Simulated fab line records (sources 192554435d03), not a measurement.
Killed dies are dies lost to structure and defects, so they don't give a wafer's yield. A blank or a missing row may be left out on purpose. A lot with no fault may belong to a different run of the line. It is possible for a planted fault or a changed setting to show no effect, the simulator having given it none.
The tool behind it: which one? || flow n5 finfet || route of 1938 steps, sampled at 1 step: 11 lots, 33 wafers

## WHAT EACH GAUGE READ, for each wafer
N5_BEOL_M7_OVL_MEAS_12.
{"lot": "L633", "measured": "day 8 20:47", "on": "overlay-01", "M7_OVL (nm)": "0.0 1.1 1.4"}
{"lot": "L634", "measured": "day 9 03:05", "on": "overlay-02", "M7_OVL (nm)": "0.0 0.1 0.1"}
{"lot": "L635", "measured": "day 9 03:13", "on": "overlay-01", "M7_OVL (nm)": "0.3 0.9 0.8"}
{"lot": "L636", "measured": "day 9 07:04", "on": "overlay-01", "M7_OVL (nm)": "0.2 0.4 0.0"}
{"lot": "L637", "measured": "day 9 19:56", "on": "overlay-02", "M7_OVL (nm)": "0.8 1.0 0.1"}
{"lot": "L638", "measured": "day 10 01:16", "on": "overlay-02", "M7_OVL (nm)": "-0.4 -0.5 0.6"}
{"lot": "L646", "measured": "day 12 07:55", "on": "overlay-01", "M7_OVL (nm)": "0.4 -0.1 1.1"}
{"lot": "L645", "measured": "day 12 08:11", "on": "overlay-01", "M7_OVL (nm)": "0.1 -0.2 -0.3"}
{"lot": "L649", "measured": "day 13 11:46", "on": "overlay-02", "M7_OVL (nm)": "0.7 0.6 -0.4"}
{"lot": "L652", "measured": "day 14 15:09", "on": "overlay-01", "M7_OVL (nm)": "0.5 0.1 0.5"}
{"lot": "L654", "measured": "day 14 23:11", "on": "overlay-02", "M7_OVL (nm)": "0.4 -0.1 -0.4"}

## WHAT TOOL EACH LOT RAN ON (gives the tool, then ch and the chambers of the sampled wafers, and finally the start)
The record holds no process step before these readings.

## THE ANSWER, worked out from the rows above alone
Rule: the usual values come from the lots themselves. The widest of any qualifying gaps counts: lots, ordered by their means at a reading, are off when they make up no more than a third of the lots, leave a main group of 4 or more, and stand apart from it by 3 or more times the standard deviation of that group's means. If all means in a main group match to the digits the tables above print for the reading, that group is not used. A lot without any number at a reading at which 4 lots or more have one is off too. Any other lot the step has rows for is counted as sound.
No lot is off at any reading shown: from this, nothing can be told.

## WHAT THE SIMULATOR HAD INSERTED
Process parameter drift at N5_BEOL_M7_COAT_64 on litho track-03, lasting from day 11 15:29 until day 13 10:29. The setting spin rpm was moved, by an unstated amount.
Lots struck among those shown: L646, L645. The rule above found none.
